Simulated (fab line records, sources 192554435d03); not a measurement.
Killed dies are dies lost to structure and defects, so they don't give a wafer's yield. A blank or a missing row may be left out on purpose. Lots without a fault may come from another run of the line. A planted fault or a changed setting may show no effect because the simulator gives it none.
Split-lot experiment | flow n5_finfet | 7 lots, 21 wafers read, on a route of 1938 steps

THE SPLIT
At N5_PASSIVATION_PECVD_53 (deposits SiO2 from TEOS/O2, target thk 800 nm, time 169.4 s), the setting time_s was moved away from the recipe's 169.4 s on 7 of the 21 wafers read, by -10.4% to +11.1%. The other wafers ran this setting at the recipe's value.

The reading is taken at the split's own step.

THE READING
SiO2_of_PASSIVATION_PECVD_53.thk_nm (the simulator's own value, which no gauge read), in nm, at N5_PASSIVATION_PECVD_53 (deposits SiO2 from TEOS/O2, target thk 800 nm, time 169.4 s). The file gives no usual value for it. The 14 wafers here that ran the recipe average 795.5 nm, standard deviation 11 nm.

wafer  | tool, chamber at the split | time_s as run, s | against the recipe | SiO2_of_PASSIVATION_PECVD_53.thk_nm, nm | against lot-mates on the recipe
L077.1 | pecvd-04, 2                | 169.4            | recipe             | 786.2                                   | -
L077.2 | pecvd-04, 1                | 169.4            | recipe             | 796.6                                   | -
L077.4 | pecvd-04, 0                | 169.4            | recipe             | 817.4                                   | -
L082.1 | pecvd-01, 1                | 158.5            | -6.4%              | 738.4                                   | -74.2
L082.4 | pecvd-01, 0                | 169.4            | recipe             | 812.6                                   | -
L082.5 | pecvd-01, 1                | 158.5            | -6.4%              | 751.8                                   | -60.8
L085.1 | pecvd-03, 2                | 158.1            | -6.7%              | 756                                     | -45.0
L085.3 | pecvd-03, 0                | 169.4            | recipe             | 801                                     | -
L085.4 | pecvd-03, 0                | 158.1            | -6.7%              | 762                                     | -39.0
L086.2 | pecvd-01, 0                | 169.4            | recipe             | 787.2                                   | -
L086.5 | pecvd-01, 0                | 169.4            | recipe             | 799.4                                   | -
L086.6 | pecvd-01, 1                | 188.2            | +11.1%             | 885                                     | +91.7
L089.1 | pecvd-01, 1                | 169.4            | recipe             | 778                                     | -
L089.3 | pecvd-01, 0                | 169.4            | recipe             | 782.2                                   | -
L089.4 | pecvd-01, 2                | 169.4            | recipe             | 804                                     | -
L092.2 | pecvd-03, 1                | 169.4            | recipe             | 796.2                                   | -
L092.4 | pecvd-03, 2                | 151.8            | -10.4%             | 720.2                                   | -76.0
L092.6 | pecvd-03, 0                | 151.8            | -10.4%             | 716.8                                   | -79.4
L094.3 | pecvd-01, 1                | 169.4            | recipe             | 785.8                                   | -
L094.5 | pecvd-01, 2                | 169.4            | recipe             | 803.2                                   | -
L094.6 | pecvd-01, 1                | 169.4            | recipe             | 787                                     | -

THE FIT
A straight line over all 21 wafers: SiO2_of_PASSIVATION_PECVD_53.thk_nm changes by +7.39 nm for each +1% of time_s; r = +0.96; the points scatter about the line by 11 nm.
The same after taking each lot's own level away (the mean of its wafers on the recipe; 21 wafers): +7.96 nm for each +1%; r = +0.96; scatter 11 nm.
On that fit, the largest move of time_s shifts the reading by 88 nm.
The lots' own levels span 788.07 to 812.60 nm, that is 2.2 times the standard deviation above.
So the lot-to-lot level changes the slope little: the two slopes agree.
Check: with one of the wafers moved furthest among these (+11.1%) left out of the fit, the line predicts +86.2 nm for it against its lot-mates. It came out at +91.7 nm against them.

THE FILE'S OWN FIT
SiO2_of_PASSIVATION_PECVD_53.thk_nm changes by +8.01 nm for each +1% of time_s, r = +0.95.
